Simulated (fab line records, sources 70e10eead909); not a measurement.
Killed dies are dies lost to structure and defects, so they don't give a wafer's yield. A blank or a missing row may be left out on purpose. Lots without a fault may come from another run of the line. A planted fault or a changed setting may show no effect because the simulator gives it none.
A struck lot beside a sound one | flow nand_harc | 15 steps out of a route of 1159
Sound: wafers L177.1, L177.3, L177.6. Struck: wafer L166.1. (L166.4 of the same lot was not struck and is left out.) The cause comes at the end.
At each step with rows: each side's tool, then ch and its chambers, then its first start. Under that, the readings that differ: sound wafers | struck wafers | difference of the means | sigmas: that difference in standard deviations of wafers without a fault.
alike: readings whose means differ by less than 2 such deviations, and words and numbers that are the same on both sides. not compared: withheld readings, readings that some wafer has no value for, bounds like >300 that may hide the same value, and numbers for which the record gives no deviation and whose values overlap.
The two part at a step that has a row with sigmas, a row that says differs or no value, or rows on one side only. Numbers that don't overlap but have no deviation are shown without sigmas and don't part them. A reading that every wafer of one side lacks parts them only if that side has two wafers or more.

NHARC_A_CONTACT_ETCH_137: etches the open film in C4F8/O2/Ar, time 132 s, target depth 1287 nm.
  sound on har_cap_etch-03 ch 0, day 21 17:46; struck on har_cap_etch-03 ch 1, day 18 21:55
  not compared: rf_hours_counter_h
NHARC_A_CONTACT_ETCH_138: etches the open film in C4F8/O2/Ar, time 132 s, target depth 1289 nm.
  sound on har_cap_etch-03 ch 0, day 21 17:53; struck on har_cap_etch-03 ch 1, day 18 22:02
  not compared: rf_hours_counter_h
then, 1 step without rows for these wafers: NHARC_A_CONTACT_ETCH_139 (etches the open film in C4F8/O2/Ar, time 137 s, target depth 590 nm).
NHARC_A_CONTACT_ETCH_92: etches the open film in CH3F/O2, target depth 40 nm, time 85.7 s.
  sound on rie_diel-07 ch 1,2, day 21 18:25; struck on rie_diel-02 ch 3, day 18 22:34
  reading                | sound                | struck | difference | sigmas
  rf_vpp_V (V)           | 243.9 245.5 245.9    | 248.5  | +3.4       | +3
  throttle_valve_pct (%) | 20.669 20.666 20.673 | 20.648 | -0.021     | -2
  alike: drypump_motor_current_A, oes_product_au, showerhead_plenum_p_Torr
  not compared: rf_hours_counter_h
then, 1 step without rows for these wafers: NHARC_A_CONTACT_ETCH_98 (etches the open film in C4F6/O2, target depth 20 nm, time 10 s).
NHARC_A_CONTACT_CD_MEAS_15:
  sound on cd_sem-03, day 21 18:38; struck on cd_sem-03, day 18 22:46
  alike: cd_nm
then, 4 steps without rows for these wafers: NHARC_A_CONTACT_STRIP_107 (strips in N2/H2); NHARC_A_CONTACT_STRIP_108 (strips in CF4/CHF3); NHARC_A_CONTACT_STRIP_109 (strips in O2/COS); NHARC_A_CONTACT_ETCH_110 (etches the open film in CF4/O2, target depth 50 nm, overetch 5 nm, time 27.5 s).
NHARC_A_CONTACT_STRIP_26: strips in O2.
  sound on rie_diel-09 ch 0,2,3; struck on rie_diel-02 ch 1
  reading                     | sound       | struck | difference | sigmas
  drypump_motor_current_A (A) | 5.9 5.1 5.5 | 6.7    | +1.2       | +3
  alike: oes_product_au, rf_vpp_V, showerhead_plenum_p_Torr, throttle_valve_pct
  not compared: rf_hours_counter_h
then, 1 step without rows for these wafers: NHARC_A_CONTACT_STRIP_27 (strips in post etch residue remover, time 600 s).
NHARC_A_CONTACT_ALD_18: deposits TiN, target thk 3 nm, pulse time 1 s, ald cycles 150.
  sound on ald_metal-01 ch 0,1, day 21 19:38; struck on ald_metal-01 ch 2, day 18 23:46
  reading    | sound       | struck | difference | sigmas
  ald_cycles | 150 150 150 | 68     | -82        |
  alike: heater_power_outer_w, heater_power_w, precursor_pulse_height_rel
NHARC_A_CONTACT_CVD_19: deposits W, target thk 300 nm, time 802 s.
  sound on cvd_w-01 ch 0,1; struck on cvd_w-01 ch 1
  alike: heater_power_outer_w, heater_power_w, throttle_valve_pct
-- the record jumps here: 2 days lie between the struck wafers' starts before and after (it left off in module A_CONTACT and takes up again in module END, whose first step shown is number 1159 of the route) --
NHARC_END_SORT_01:
  the record has rows for the struck wafers here (prober-02 ch 0, day 21 01:24) and none for the sound ones

WHERE THEY PART
First at NHARC_A_CONTACT_ETCH_92; last, within this record, at NHARC_END_SORT_01.

WHY: what the simulator had put in
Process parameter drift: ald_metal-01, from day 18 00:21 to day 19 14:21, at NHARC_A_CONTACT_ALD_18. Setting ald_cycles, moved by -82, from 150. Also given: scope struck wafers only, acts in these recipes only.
